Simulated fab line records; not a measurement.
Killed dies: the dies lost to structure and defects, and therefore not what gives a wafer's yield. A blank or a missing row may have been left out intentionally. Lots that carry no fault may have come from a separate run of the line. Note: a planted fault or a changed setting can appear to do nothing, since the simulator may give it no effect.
Matching of chambers / flow n5-finfet / 4 sister chambers for N5_BEOL_M13_DESCUM_15 on rie-diel-05
The step chemistry O2, time 7.9 s. 24 wafers are shown with their chamber, then 12 later ones without.

== WAFERS PAIRED WITH THEIR CHAMBERS ==
wafer=L074.3; chamber=0; throttle-valve-pct (%)=20.40; showerhead-plenum-p-Torr (Torr)=2.16; oes-product-au (a.u.)=0.69
wafer=L074.4; chamber=3; throttle-valve-pct (%)=19.72; showerhead-plenum-p-Torr (Torr)=2.12; oes-product-au (a.u.)=0.87
wafer=L074.5; chamber=2; throttle-valve-pct (%)=20.05; showerhead-plenum-p-Torr (Torr)=2.12; oes-product-au (a.u.)=0.89
wafer=L077.1; chamber=3; throttle-valve-pct (%)=19.71; showerhead-plenum-p-Torr (Torr)=2.12; oes-product-au (a.u.)=0.87
wafer=L077.3; chamber=0; throttle-valve-pct (%)=20.40; showerhead-plenum-p-Torr (Torr)=2.16; oes-product-au (a.u.)=0.69
wafer=L077.6; chamber=3; throttle-valve-pct (%)=19.70; showerhead-plenum-p-Torr (Torr)=2.12; oes-product-au (a.u.)=0.87
wafer=L079.3; chamber=2; throttle-valve-pct (%)=20.07; showerhead-plenum-p-Torr (Torr)=2.11; oes-product-au (a.u.)=0.88
wafer=L079.4; chamber=0; throttle-valve-pct (%)=20.40; showerhead-plenum-p-Torr (Torr)=2.16; oes-product-au (a.u.)=0.69
wafer=L079.5; chamber=3; throttle-valve-pct (%)=19.73; showerhead-plenum-p-Torr (Torr)=2.12; oes-product-au (a.u.)=0.85
wafer=L082.2; chamber=1; throttle-valve-pct (%)=20.28; showerhead-plenum-p-Torr (Torr)=2.12; oes-product-au (a.u.)=0.83
wafer=L082.3; chamber=2; throttle-valve-pct (%)=20.06; showerhead-plenum-p-Torr (Torr)=2.11; oes-product-au (a.u.)=0.87
wafer=L082.6; chamber=1; throttle-valve-pct (%)=20.28; showerhead-plenum-p-Torr (Torr)=2.12; oes-product-au (a.u.)=0.83
wafer=L083.1; chamber=2; throttle-valve-pct (%)=20.09; showerhead-plenum-p-Torr (Torr)=2.11; oes-product-au (a.u.)=0.87
wafer=L083.4; chamber=1; throttle-valve-pct (%)=20.28; showerhead-plenum-p-Torr (Torr)=2.12; oes-product-au (a.u.)=0.83
wafer=L083.5; chamber=3; throttle-valve-pct (%)=19.74; showerhead-plenum-p-Torr (Torr)=2.12; oes-product-au (a.u.)=0.84
wafer=L086.1; chamber=2; throttle-valve-pct (%)=20.07; showerhead-plenum-p-Torr (Torr)=2.11; oes-product-au (a.u.)=0.86
wafer=L086.3; chamber=1; throttle-valve-pct (%)=20.30; showerhead-plenum-p-Torr (Torr)=2.12; oes-product-au (a.u.)=0.82
wafer=L086.4; chamber=0; throttle-valve-pct (%)=20.43; showerhead-plenum-p-Torr (Torr)=2.15; oes-product-au (a.u.)=0.67
wafer=L087.1; chamber=2; throttle-valve-pct (%)=20.07; showerhead-plenum-p-Torr (Torr)=2.11; oes-product-au (a.u.)=0.85
wafer=L087.2; chamber=0; throttle-valve-pct (%)=20.42; showerhead-plenum-p-Torr (Torr)=2.15; oes-product-au (a.u.)=0.67
wafer=L087.3; chamber=1; throttle-valve-pct (%)=20.29; showerhead-plenum-p-Torr (Torr)=2.12; oes-product-au (a.u.)=0.83
wafer=L089.2; chamber=3; throttle-valve-pct (%)=19.75; showerhead-plenum-p-Torr (Torr)=2.12; oes-product-au (a.u.)=0.83
wafer=L089.5; chamber=1; throttle-valve-pct (%)=20.30; showerhead-plenum-p-Torr (Torr)=2.12; oes-product-au (a.u.)=0.82
wafer=L089.6; chamber=2; throttle-valve-pct (%)=20.09; showerhead-plenum-p-Torr (Torr)=2.11; oes-product-au (a.u.)=0.86

SIGNATURES, as means of the wafers listed above
reading=throttle-valve-pct; chamber 0=20.4100; chamber 1=20.2883; chamber 2=20.0714; chamber 3=19.7250; scatter within a chamber=0.0147
reading=showerhead-plenum-p-Torr; chamber 0=2.1560; chamber 1=2.1200; chamber 2=2.1114; chamber 3=2.1200; scatter within a chamber=0.00321
reading=oes-product-au; chamber 0=0.6820; chamber 1=0.8267; chamber 2=0.8686; chamber 3=0.8550; scatter within a chamber=0.0127
Rule: a wafer's distance from a chamber is the root of the sum, over the readings, of the square of ((its reading less the chamber's mean) divided by the reading's scatter). The wafer belongs to the nearest chamber; if the next one is less than 2 further off, it can't be placed. How the scatter is found: for the shown wafers, subtract from each reading the mean of its chamber, square and add these, divide the total by (wafers less chambers), then take the root.

== WAFERS MISSING THEIR CHAMBER ==
wafer=L090.2; throttle-valve-pct (%)=20.30; showerhead-plenum-p-Torr (Torr)=2.12; oes-product-au (a.u.)=0.82
wafer=L090.3; throttle-valve-pct (%)=19.75; showerhead-plenum-p-Torr (Torr)=2.11; oes-product-au (a.u.)=0.82
wafer=L090.5; throttle-valve-pct (%)=20.09; showerhead-plenum-p-Torr (Torr)=2.11; oes-product-au (a.u.)=0.84
wafer=L091.1; throttle-valve-pct (%)=20.12; showerhead-plenum-p-Torr (Torr)=2.15; oes-product-au (a.u.)=0.99
wafer=L091.3; throttle-valve-pct (%)=20.32; showerhead-plenum-p-Torr (Torr)=2.11; oes-product-au (a.u.)=0.81
wafer=L091.5; throttle-valve-pct (%)=20.12; showerhead-plenum-p-Torr (Torr)=2.15; oes-product-au (a.u.)=0.98
wafer=L092.2; throttle-valve-pct (%)=20.12; showerhead-plenum-p-Torr (Torr)=2.15; oes-product-au (a.u.)=0.99
wafer=L092.4; throttle-valve-pct (%)=20.09; showerhead-plenum-p-Torr (Torr)=2.11; oes-product-au (a.u.)=0.85
wafer=L092.5; throttle-valve-pct (%)=20.09; showerhead-plenum-p-Torr (Torr)=2.11; oes-product-au (a.u.)=0.85
wafer=L093.3; throttle-valve-pct (%)=20.09; showerhead-plenum-p-Torr (Torr)=2.10; oes-product-au (a.u.)=0.84
wafer=L093.5; throttle-valve-pct (%)=19.75; showerhead-plenum-p-Torr (Torr)=2.11; oes-product-au (a.u.)=0.82
wafer=L093.6; throttle-valve-pct (%)=20.11; showerhead-plenum-p-Torr (Torr)=2.11; oes-product-au (a.u.)=0.84

== THE CHAMBER EACH PASSED THROUGH ==
wafer=L090.2; from the rows above=1; in truth=1
wafer=L090.3; from the rows above=3; in truth=3
wafer=L090.5; from the rows above=2; in truth=2
wafer=L091.1; from the rows above=2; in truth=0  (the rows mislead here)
wafer=L091.3; from the rows above=1; in truth=1
wafer=L091.5; from the rows above=2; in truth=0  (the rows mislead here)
wafer=L092.2; from the rows above=2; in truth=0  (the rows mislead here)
wafer=L092.4; from the rows above=2; in truth=2
wafer=L092.5; from the rows above=2; in truth=2
wafer=L093.3; from the rows above=2; in truth=2
wafer=L093.5; from the rows above=3; in truth=3
wafer=L093.6; from the rows above=2; in truth=2
9 of 12 placed correctly. From these rows, 0 cannot be placed. 3 placed wrongly.
